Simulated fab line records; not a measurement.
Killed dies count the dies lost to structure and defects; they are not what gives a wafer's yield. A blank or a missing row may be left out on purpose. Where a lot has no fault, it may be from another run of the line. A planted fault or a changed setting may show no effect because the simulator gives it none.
fab line records -- flow n5_finfet
record: lots: 7, wafers: 39
route steps=1938 shown MOL_CONTACT_COAG@616
start_h: hours from the record's opening day to when the first of the lot's shown wafers began -- wait_h: hours from the lot's prior step to this one -- " identical to the entry in the row above -- L1.1+2: a row that stands for several wafers -- - no value, or no start given -- * or withheld: withheld -- < > ~ a bound
route shown NAME@n: names a module that has steps shown in the file, with the first one's number in the route -- usual: the fault-free wafers' mean and standard deviation -- same: alike in all rows -- chamber/n: place in a boat -- sites: per-site readings -- _std_site: standard deviation of those values -- _edge_site: inner sites' mean taken away from outer sites' mean -- radius_mm: how far each site lies from the wafer's centre -- mask NAME#n: copy n -- behind: the tool/chamber that last shaped the wafer -- hold: what put the lot on hold/how long, in hours/how the hold closed -- device: whichever transistor did not switch (one of n, p or np) -- end of line: tests run on the same wafers once the route is complete -- where a step has no rows: the recipe by itself -- killed: count of dies lost to structure and defects at first sort (not the wafer's yield) -- map: a wafer's dies, x killed, . not, _ none there
set.NAME: the setting as run; set.NAME@STEP: as run at that earlier step -- model.NAME: the simulator's own value behind a step, which no gauge read
lots whose settings were changed on purpose; a table a step, a row a wafer
== steps ==
step: N5_MOL_CONTACT_COAG_ETCH_124
recipe: chemistry: CH3F/O2, target: SiNx, target_depth_a: 65, mask_material: SOC, stop_on: SiOC, over_etch_frac: 0.3, ion_energy_ev: 120, pressure_mtorr: 30, source_w: 395, bias_w: 73, Ar_flow_sccm: 150, CH3F_flow_sccm: 30, O2_flow_sccm: 20, ends: end_point
usual: rf_vpp_V: 295.9/2.4
lot.wafer,tool,chamber,start_h,wait_h,set.source_w,rf_vpp_V
L074.1,rie_diel-01,3,102.25,0.0,470.2,274.8
L074.2,rie_diel-01,0,102.25,0.0,470.2,269.6
L074.3,rie_diel-01,2,102.25,0.0,395,294.9
L074.4,rie_diel-01,1,102.25,0.0,395,299.2
L074.5,rie_diel-01,0,102.25,0.0,470.2,269.2
L074.6,rie_diel-01,3,102.25,0.0,395,298.1
L079.1,rie_diel-01,3,135.02,0.0,395,297.6
L079.2,rie_diel-01,2,135.02,0.0,395,294.8
L079.3,rie_diel-01,1,135.02,0.0,395,297.8
L079.4,rie_diel-01,2,135.02,0.0,356.6,308.8
L079.5,rie_diel-01,1,135.02,0.0,356.6,312.6
L079.6,rie_diel-01,3,135.02,0.0,356.6,314.0
L084.1,rie_diel-01,1,158.45,0.0,442.3,281.0
L084.2,rie_diel-01,0,158.45,0.0,395,292.1
L084.3,rie_diel-01,3,158.45,0.0,442.3,280.9
L084.4,rie_diel-01,2,158.45,0.0,395,294.5
L084.5,rie_diel-01,1,158.45,0.0,395,296.9
L084.6,rie_diel-01,0,158.45,0.0,442.3,277.4
L089.3,rie_diel-01,2,189.53,0.0,395,294.6
L089.4,rie_diel-01,1,189.53,0.0,395,295.5
L089.5,rie_diel-01,1,189.53,0.0,395,296.4
L091.1,rie_diel-05,1,200.36,0.0,395,292.0
L091.2,rie_diel-05,3,200.36,0.0,395,300.1
L091.3,rie_diel-05,2,200.36,0.0,395,297.5
L091.4,rie_diel-05,0,200.36,0.0,395,300.0
L091.5,rie_diel-05,3,200.36,0.0,395,299.7
L091.6,rie_diel-05,2,200.36,0.0,395,296.0
L092.1,rie_diel-01,3,210.08,0.0,457.9,278.4
L092.2,rie_diel-01,2,210.08,0.0,457.9,274.9
L092.3,rie_diel-01,1,210.08,0.0,395,298.4
L092.4,rie_diel-01,2,210.08,0.0,395,293.6
L092.5,rie_diel-01,1,210.08,0.0,457.9,277.9
L092.6,rie_diel-01,3,210.08,0.0,395,297.1
L094.1,rie_diel-02,2,220.95,0.0,395,293.7
L094.2,rie_diel-02,3,220.95,0.0,395,297.2
L094.3,rie_diel-02,0,220.95,0.0,395,297.8
L094.4,rie_diel-02,1,220.95,0.0,395,299.2
L094.5,rie_diel-02,2,220.95,0.0,395,295.2
L094.6,rie_diel-02,1,220.95,0.0,395,299.6
== key ==
split: step: N5_MOL_CONTACT_COAG_ETCH_124, setting: source_w, stated: 395, by: wafer
response: step: N5_MOL_CONTACT_COAG_ETCH_124, reading: rf_vpp_V, change: -1.32, per: 1%, r: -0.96
